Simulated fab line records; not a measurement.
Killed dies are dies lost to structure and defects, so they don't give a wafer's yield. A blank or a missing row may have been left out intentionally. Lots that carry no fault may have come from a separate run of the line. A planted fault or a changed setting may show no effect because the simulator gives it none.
Which of the tools did it? -- flow nand harc -- 7 lots, 21 wafers sampled, at 2 steps of a route of 1159

== WHAT THE GAUGES READ, wafer by wafer ==
NHARC_A_M1_THK_MEAS_24: measures by xrf.
lot,measured,on,thk nm (nm)
L679,day 19 03:49,film metro-02,155.1 154.3 154.2
L678,day 19 19:40,film metro-01,154.1 154.3 155.5
L688,day 20 23:43,film metro-02,158.6 156.0 155.1
L692,day 22 04:41,film metro-01,154.9 154.9 153.7
L689,day 22 08:26,film metro-01,155.8 153.7 155.4
L693,day 22 14:08,film metro-01,151.0 153.7 153.6
L695,day 22 21:32,film metro-02,150.4 153.5 155.2

== WHAT TOOL EACH LOT RAN ON (gives the tool, then ch and the chambers of the sampled wafers, and finally the start) ==
lot,NHARC_A_M1_PVD_21
L679,"pvd sputter-03, day 19 03:49 or earlier"
L678,"pvd sputter-02, day 19 19:40 or earlier"
L688,"pvd sputter-03, day 20 23:43 or earlier"
L692,"pvd sputter-03, day 22 04:41 or earlier"
L689,"pvd sputter-03, day 22 08:26 or earlier"
L693,"pvd sputter-03, day 22 14:08 or earlier"
L695,"pvd sputter-03, day 22 21:32 or earlier"
- NHARC_A_M1_PVD_21: deposits Cu, target thk 30 nm, time 20.49 s.

== THE ANSWER, worked out from the rows above alone ==
Rule: the usual values come from the lots themselves. The widest of any qualifying gaps counts: lots, ordered by their means at a reading, are off when they make up no more than a third of the lots, leave a main group of 4 or more, and stand apart from it by 3 or more times the standard deviation of that group's means. A main group is skipped when, at the precision printed for the reading in the tables above, its means are all equal. Also off: a lot with no number at a reading for which 4 or more lots have one. All remaining lots with rows at the step are treated as sound.
No lot is off on any of the readings shown, so nothing can be concluded from this.

== WHAT THE SIMULATOR PUT IN ==
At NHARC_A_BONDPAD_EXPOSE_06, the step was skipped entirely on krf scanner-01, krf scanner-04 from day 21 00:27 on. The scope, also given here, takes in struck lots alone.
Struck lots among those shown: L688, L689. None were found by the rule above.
